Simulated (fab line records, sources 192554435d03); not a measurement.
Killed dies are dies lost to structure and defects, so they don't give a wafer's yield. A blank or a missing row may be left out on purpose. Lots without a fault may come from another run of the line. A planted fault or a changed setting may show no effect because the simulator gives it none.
Split-lot experiment | flow n5_finfet | 7 lots, 39 wafers read, on a route of 1938 steps

THE SPLIT
At N5_BEOL_M0_SAQP_CUT_ETCH_46 (etches SOC in N2/H2, target depth 135 nm, overetch 27 nm, time 202.5 s), the setting time_s was moved away from the recipe's 202.5 s on 9 of the 39 wafers read, by -19.8% to +44.8%. The other wafers ran this setting at the recipe's value.

FROM THE SPLIT TO THE READING: what the file shows between them, 3 steps
- N5_BEOL_M0_SAQP_STRIP_74: strips in N2/H2
- N5_BEOL_M0_SAQP_STRIP_89: strips in N2/H2
- N5_BEOL_M0_SAQP_ALD_48: deposits SiO2, target thk 20 nm, pulse time 1 s, co reactant pulse time 1 s

THE READING
BEOL_M0_SAQP.cd_nm (the simulator's own value, which no gauge read), in nm, at N5_BEOL_M0_SAQP_ETCH_49 (etches SiO2 in CF4/O2, target depth 37 nm). The file gives no usual value for it. The 30 wafers here that ran the recipe average 30.0 nm, standard deviation 0.35 nm.

wafer  | tool, chamber at the split | time_s as run, s | against the recipe | BEOL_M0_SAQP.cd_nm, nm | against lot-mates on the recipe
L074.1 | rie_diel-03, 3             | 202.5            | recipe             | 30.2                   | -
L074.2 | rie_diel-03, 1             | 202.5            | recipe             | 30                     | -
L074.3 | rie_diel-03, 0,2,0         | 202.5            | recipe             | 30.4                   | -
L074.4 | rie_diel-03, 0,2,0         | 202.5            | recipe             | 30.4                   | -
L074.5 | rie_diel-03, 3             | 202.5            | recipe             | 30.4                   | -
L074.6 | rie_diel-03, 0,2,0         | 202.5            | recipe             | 30.4                   | -
L078.1 | rie_diel-03, 2,0           | 202.5            | recipe             | 30.2                   | -
L078.4 | rie_diel-03, 2,0           | 202.5            | recipe             | 30.2                   | -
L078.2 | rie_diel-03, 1             | 162.5            | -19.8%             | 29                     | -1.3
L078.5 | rie_diel-03, 1             | 162.5            | -19.8%             | 29                     | -1.3
L078.3 | rie_diel-03, 3             | 162.5            | -19.8%             | 29.6                   | -0.7
L078.6 | rie_diel-03, 0             | 202.5            | recipe             | 30.4                   | -
L080.1 | rie_diel-03, 3             | 293.3            | +44.8%             | 33                     | +3.2
L080.2 | rie_diel-03, 2             | 293.3            | +44.8%             | 33.2                   | +3.4
L080.3 | rie_diel-03, 0             | 202.5            | recipe             | 30                     | -
L080.4 | rie_diel-03, 1             | 202.5            | recipe             | 29.6                   | -
L080.5 | rie_diel-03, 3             | 293.3            | +44.8%             | 33.6                   | +3.8
L080.6 | rie_diel-03, 0             | 202.5            | recipe             | 29.8                   | -
L088.1 | rie_diel-03, 0             | 202.5            | recipe             | 30                     | -
L088.3 | rie_diel-03, 3             | 202.5            | recipe             | 30                     | -
L088.5 | rie_diel-03, 2             | 202.5            | recipe             | 29.8                   | -
L089.1 | rie_diel-06, 2             | 271.1            | +33.9%             | 31.8                   | +1.9
L089.2 | rie_diel-06, 0             | 271.1            | +33.9%             | 31.6                   | +1.7
L089.3 | rie_diel-06, 3             | 202.5            | recipe             | 29.8                   | -
L089.5 | rie_diel-06, 3             | 202.5            | recipe             | 29.8                   | -
L089.4 | rie_diel-06, 1             | 202.5            | recipe             | 30.2                   | -
L089.6 | rie_diel-06, 0             | 271.1            | +33.9%             | 31.4                   | +1.5
L094.1 | rie_diel-03, 3,2           | 202.5            | recipe             | 30.4                   | -
L094.2 | rie_diel-03, 0             | 202.5            | recipe             | 30.4                   | -
L094.4 | rie_diel-03, 3,2           | 202.5            | recipe             | 30.4                   | -
L094.3 | rie_diel-03, 1             | 202.5            | recipe             | 30.2                   | -
L094.6 | rie_diel-03, 0             | 202.5            | recipe             | 30.2                   | -
L094.5 | rie_diel-03, 1             | 202.5            | recipe             | 30                     | -
L097.1 | rie_diel-06, 0,3           | 202.5            | recipe             | 29.4                   | -
L097.5 | rie_diel-06, 0,3           | 202.5            | recipe             | 29.4                   | -
L097.6 | rie_diel-06, 0             | 202.5            | recipe             | 29.4                   | -
L097.2 | rie_diel-06, 3             | 202.5            | recipe             | 29.8                   | -
L097.3 | rie_diel-06, 2             | 202.5            | recipe             | 29.2                   | -
L097.4 | rie_diel-06, 1             | 202.5            | recipe             | 30.2                   | -
Where a row lists several chambers, the file gives one row for several wafers and doesn't say which wafer went through which chamber.

THE FIT
A straight line over all 39 wafers: BEOL_M0_SAQP.cd_nm changes by +0.0601 nm for each +1% of time_s; r = +0.92; the points scatter about the line by 0.4 nm.
The same after taking each lot's own level away (the mean of its wafers on the recipe; 39 wafers): +0.0654 nm for each +1%; r = +0.96; scatter 0.31 nm.
On that fit, the largest move of time_s shifts the reading by 2.9 nm.
The lots' own levels span 29.57 to 30.30 nm, that is 2.1 times the standard deviation above.
So the lot-to-lot level changes the slope little: the two slopes agree.
Check: with one of the wafers moved furthest among these (+44.8%) left out of the fit, the line predicts +2.89 nm for it against its lot-mates. It came out at +3.2 nm against them.

OTHER SPLITS ON THESE WAFERS
These wafers also went through other splits before the reading. Each is held against what the fit with the lots' levels taken away leaves over:
other split on the same wafers | wafers away from the commonest value | r with BEOL_M0_SAQP.cd_nm (lot level and that fit taken away)
N5_FIN_SAQP_PECVD_47 time_s    | 12                                   | +0.21
N5_SD_EPI_N_DESCUM_14 time_s   | 15                                   | -0.02
N5_GATE_CUT_ETCH_58 time_s     | 9                                    | -0.15

THE WHOLE CHAIN: every reading that the file lists as answering this split, in the file's order
step                        | what it does                                                           | reading                                                                               | change (the file's fit)                | r (the file's)
N5_BEOL_M0_SAQP_CUT_ETCH_46 | etches SOC in N2/H2, target depth 135 nm, overetch 27 nm, time 202.5 s | SiARC_of_BEOL_M0_SAQP_COAT_72.thk_nm (the simulator's own value, which no gauge read) | -0.1 nm for each +1% of the setting    | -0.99
N5_BEOL_M0_SAQP_CUT_ETCH_46 | etches SOC in N2/H2, target depth 135 nm, overetch 27 nm, time 202.5 s | BEOL_M0_SAQP.cd_nm (the simulator's own value, which no gauge read)                   | +0.0665 nm for each +1% of the setting | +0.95
N5_BEOL_M0_SAQP_ETCH_49     | etches SiO2 in CF4/O2, target depth 37 nm                              | BEOL_M0_SAQP.cd_nm (the simulator's own value, which no gauge read)                   | +0.0657 nm for each +1% of the setting | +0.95

THE FILE'S OWN FIT
BEOL_M0_SAQP.cd_nm changes by +0.0657 nm for each +1% of time_s, r = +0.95.
